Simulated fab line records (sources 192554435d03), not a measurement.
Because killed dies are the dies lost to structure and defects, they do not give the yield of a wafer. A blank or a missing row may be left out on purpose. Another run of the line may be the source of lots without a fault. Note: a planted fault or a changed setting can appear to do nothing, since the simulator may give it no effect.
Code-filled problem report in 8D (eight disciplines) form	flow n5 finfet	the parts of the form that need people (team, actions taken, sign-off) are left out

## 1. THE PROBLEM
M6_ILD_THK at N5_BEOL_M6_THK_MEAS_01 reads a mean of 109.7 nm on 2 wafers of 2 lots; wafers without a fault read 155.1 nm with a standard deviation of 1.8. That is -25 standard deviations from the usual mean.
Seen first at day 13 12:58 on film metro-01, wafer L574.1. At this step, 32 wafers from 11 lots have a number in the record. By rule, "out" or "out of limits" means more than 4 standard deviations away from the usual mean. All remaining wafers that have a number are taken as sound.

## 2. WHAT IT IS; WHAT IT IS NOT
question	is	is not
which readings at this step	M6_ILD_THK	-
which lots	L570, L574	L559, L561, L562, L563, L565, L566, L567, L578, L582
which wafers of those lots	L570.5, L574.1	L570.3, L574.3, L574.4
read on which gauges	film metro-01	film metro-02
when	from day 13 12:58	up to then (23 sound wafers); but 7 sound wafers of L570, L578, L582 came after

## 3. THE SUSPECTS, EACH WITH WHAT RULES IT OUT
Counting: a tool at a process step up to the reading stays a suspect if it ran every lot that is out. Sound lots after the first of them don't rule it out here, since some wafers of a struck lot are sound.
- the gauge at N5_BEOL_M6_THK_MEAS_01: kept. All the wafers that are out were read on film metro-01, and no step on other tools shows them out.
- cvd co-01 at N5_BEOL_M5_PRE_CLEAN_77 (time 15 s): kept. Every lot that is out went through it, the first being L574 (day 13 12:06); the last sound lot it ran before that was L566 (day 12 00:22).
- pecvd-04 at N5_BEOL_M6_ILD_DEP_00 (deposits SiCOH lowk from DEMS/porogen, target thk 179.75 nm, time 33.4 s): kept. Every lot that is out went through it, the first being L574 (day 13 12:23); the last sound lot it ran before that was L567 (day 12 17:10).
- At N5_BEOL_M5_PRE_CLEAN_77 on cvd co-01, chamber 0 took the sound wafers of the same lots and chamber 1 took the wafers that are out.
After the count, these remain: cvd co-01 at N5_BEOL_M5_PRE_CLEAN_77, pecvd-04 at N5_BEOL_M6_ILD_DEP_00 and film metro-01 at N5_BEOL_M6_THK_MEAS_01.

## 4. THE CAUSE (what the simulator had put in)
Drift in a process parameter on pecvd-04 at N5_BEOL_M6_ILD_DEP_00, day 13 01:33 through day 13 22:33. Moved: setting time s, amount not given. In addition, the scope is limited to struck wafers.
After counting, 3 suspects remain, this tool included.

## 5. THE EFFECT CHAIN, in route order
Each row: a reading whose mean over the struck wafers that have a number lies more than 3 standard deviations from the usual. Only readings for which the record gives a usual standard deviation are gone through. hours: the time from each lot's start at the first step in this table that gives one to its start at this step, as a median over the lots. sigmas: the change in usual standard deviations.
hours	step	reading	usual	on struck wafers	change	sigmas
0	N5_BEOL_M6_THK_MEAS_01	M6_ILD_THK	155.1 nm	109.7	-45.4	-25

## 6. HOW IT WOULD HAVE BEEN CAUGHT EARLIER
11 hours passed between the start of the fault at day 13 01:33 and the first reading out of limits at a measuring or inspecting step in this record, taken at day 13 12:58.
An alarm limit of 4 standard deviations would not have fired on the tool readings at N5_BEOL_M6_ILD_DEP_00 for which the record gives a usual standard deviation, since none of them was out on any struck wafer.
L570, from the lots that are out (2), started N5_BEOL_M6_ILD_DEP_00 on pecvd-04 later than day 13 12:58. It would have been spared by a hold on the tool at that moment.
